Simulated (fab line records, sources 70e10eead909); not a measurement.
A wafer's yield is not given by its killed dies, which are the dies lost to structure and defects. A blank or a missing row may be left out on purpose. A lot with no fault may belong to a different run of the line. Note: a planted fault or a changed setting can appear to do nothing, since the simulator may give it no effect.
Matching of chambers | flow nand_harc | 3 sister chambers for NHARC_A_CONTACT_DEP_58 on pecvd-03
The step deposits SiON, target thk 90 nm. 3 wafers are shown with their chamber, then 7 later ones without.

## WAFERS PAIRED WITH THEIR CHAMBERS
wafer  | chamber | heater_power_outer_w (W)
L149.4 | 2       | 324
L153.1 | 0       | 395
L153.2 | 1       | 408

## WAFERS MISSING THEIR CHAMBER
wafer  | heater_power_outer_w (W)
L153.4 | 422
L159.2 | 285
L159.4 | 404
L159.5 | 417
L157.1 | 360
L157.3 | 381
L157.5 | 377

## EACH ONE'S CHAMBER
wafer  | from the rows above          | in truth
L153.4 | can't be placed: 1 or 0      | 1
L159.2 | 2                            | 2
L159.4 | can't be placed: 1 or 0      | 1
L159.5 | can't be placed: 1 or 0      | 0
L157.1 | can't be placed: 0 or 2 or 1 | 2
L157.3 | can't be placed: 0 or 1 or 2 | 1
L157.5 | can't be placed: 0 or 1 or 2 | 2
Correct placement for 1 of the 7. Not placeable from these rows: 6 (in 6, the candidates include the true chamber). Number placed wrongly: 0.
How it was worked out, from the rows above alone: a wafer's distance from a chamber is the root of the sum, over the readings, of the square of ((its reading less the chamber's mean) divided by the reading's scatter). If the next closest chamber is less than 2 further off than the closest, the wafer can't be placed; otherwise it belongs to the closest. Each chamber's mean is taken over the wafers shown for it. The scatter: root of mean squared gap, hidden wafer to nearest shown wafer, with one shown wafer a chamber.
